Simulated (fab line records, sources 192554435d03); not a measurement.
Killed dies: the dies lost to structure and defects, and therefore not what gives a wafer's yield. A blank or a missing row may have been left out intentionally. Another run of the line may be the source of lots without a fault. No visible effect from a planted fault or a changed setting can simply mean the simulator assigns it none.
Split-lot trial    flow n5_finfet    39 wafers read across 7 lots, on a route 1938 steps long

THE SPLIT ITSELF
At N5_BEOL_M7_ILD_DEP_00 (deposits SiCOH lowk from DEMS/porogen, target thk 179.75 nm, time 33.4 s), the setting time_s was moved away from the recipe's 33.4 s on 15 of the 39 wafers read, by -43.7% to +54.5%. For the rest of the wafers, this setting stayed at what the recipe calls for.

THE PATH FROM SPLIT TO READING: the file shows 1 step between them
- N5_BEOL_M7_CURE_74: cures SiCOH lowk, time 240 s

THE READING
M7_ILD_THK at N5_BEOL_M7_THK_MEAS_01, in nm. A value of 155.6 nm with a standard deviation of 2 nm is what fault-free wafers of this fab line usually give.

wafer   tool, chamber at the split  time_s as run, s  against the recipe  M7_ILD_THK, nm  against lot-mates on the recipe
L075.1  pecvd-01, 0                 33.4              recipe              152.4           -
L075.2  pecvd-01, 1                 49.25             +47.5%              223.1           +69.0
L075.3  pecvd-01, 2                 49.25             +47.5%              222.9           +68.8
L075.4  pecvd-01, 0                 33.4              recipe              156.4           -
L075.5  pecvd-01, 1                 33.4              recipe              153.6           -
L075.6  pecvd-01, 2                 49.25             +47.5%              225.7           +71.6
L077.1  pecvd-03, 1                 33.4              recipe              156.0           -
L077.2  pecvd-03, 2                 51.61             +54.5%              235.8           +79.2
L077.3  pecvd-03, 0                 33.4              recipe              154.9           -
L077.4  pecvd-03, 0                 51.61             +54.5%              242.1           +85.5
L077.5  pecvd-03, 1                 51.61             +54.5%              240.4           +83.8
L077.6  pecvd-03, 2                 33.4              recipe              158.9           -
L079.1  pecvd-01, 2                 33.4              recipe              154.9           -
L079.2  pecvd-01, 0                 33.4              recipe              155.4           -
L079.3  pecvd-01, 1                 33.4              recipe              155.1           -
L079.4  pecvd-01, 0                 33.4              recipe              156.8           -
L079.5  pecvd-01, 2                 33.4              recipe              157.2           -
L079.6  pecvd-01, 1                 33.4              recipe              157.1           -
L082.1  pecvd-01, 0                 19.81             -40.7%              90.7            -62.2
L082.2  pecvd-01, 1                 19.81             -40.7%              91.5            -61.4
L082.3  pecvd-01, 2                 33.4              recipe              150.1           -
L082.4  pecvd-01, 0                 33.4              recipe              153.3           -
L082.5  pecvd-01, 2                 33.4              recipe              155.3           -
L082.6  pecvd-01, 1                 19.81             -40.7%              92.3            -60.6
L084.1  pecvd-03, 0                 33.4              recipe              153.6           -
L084.2  pecvd-03, 2                 33.4              recipe              155.3           -
L084.5  pecvd-03, 0                 33.4              recipe              157.0           -
L091.1  pecvd-01, 1                 42.83             +28.2%              195.7           +39.9
L091.2  pecvd-01, 2                 42.83             +28.2%              195.9           +40.1
L091.3  pecvd-01, 0                 33.4              recipe              154.2           -
L091.4  pecvd-01, 1                 33.4              recipe              157.5           -
L091.5  pecvd-01, 2                 42.83             +28.2%              199.2           +43.4
L091.6  pecvd-01, 0                 33.4              recipe              155.6           -
L094.1  pecvd-03, 2                 33.4              recipe              151.7           -
L094.2  pecvd-03, 0                 18.82             -43.7%              86.9            -67.4
L094.3  pecvd-03, 2                 33.4              recipe              155.3           -
L094.4  pecvd-03, 0                 18.82             -43.7%              89.3            -65.0
L094.5  pecvd-03, 0                 18.82             -43.7%              89.6            -64.7
L094.6  pecvd-03, 2                 33.4              recipe              155.8           -

THE FIT
A straight line over all 39 wafers: M7_ILD_THK changes by +1.52 nm for each +1% of time_s; r = +1.00; the points scatter about the line by 2.2 nm.
The same after taking each lot's own level away (the mean of its wafers on the recipe; 39 wafers): +1.5 nm for each +1%; r = +1.00; scatter 1.7 nm.
According to that fit, moving time_s by its largest amount changes the reading by 82 nm.
The lots' own levels span 152.90 to 156.60 nm, that is 1.8 times the standard deviation above.
Hence the lot-to-lot level has little effect on the slope; both slopes agree.
Check: with one of the wafers moved furthest among these (+54.5%) left out of the fit, the line predicts +81.9 nm for it against its lot-mates. It came out at +79.2 nm against them.

OTHER SPLITS APPLIED TO THESE WAFERS
Note: prior to the reading, these wafers also went through further splits. Each is held against what the fit with the lots' levels taken away leaves over:
other split on the same wafers        wafers away from the commonest value  r with M7_ILD_THK (lot level and that fit taken away)
N5_DUMMY_GATE_PECVD_30 time_s         15                                    +0.22
N5_SD_EPI_N_EPI_21 epi_growth_time_s  12                                    -0.15
N5_BEOL_M2_CVD_47 target_thk_a        9                                     +0.08
N5_BEOL_M3_DEP_57 target_thk_a        9                                     -0.01

THE WHOLE CHAIN: every reading that the file lists as answering this split, in the file's order
step                    what it does                                                              reading                                                                                   change (the file's fit)               r (the file's)
N5_BEOL_M7_ILD_DEP_00   deposits SiCOH lowk from DEMS/porogen, target thk 179.75 nm, time 33.4 s  SiCOH_lowk_of_BEOL_M7_ILD_DEP_00.thk_nm (the simulator's own value, which no gauge read)  +1.72 nm for each +1% of the setting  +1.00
N5_BEOL_M7_CURE_74      cures SiCOH lowk, time 240 s                                              SiCOH_lowk_of_BEOL_M7_ILD_DEP_00.thk_nm (the simulator's own value, which no gauge read)  +1.5 nm for each +1% of the setting   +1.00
N5_BEOL_M7_THK_MEAS_01                                                                            M7_ILD_THK                                                                                +1.5 for each +1% of the setting      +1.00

FILE'S OWN FIT
M7_ILD_THK changes by +1.5 nm for each +1% of time_s, r = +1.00.
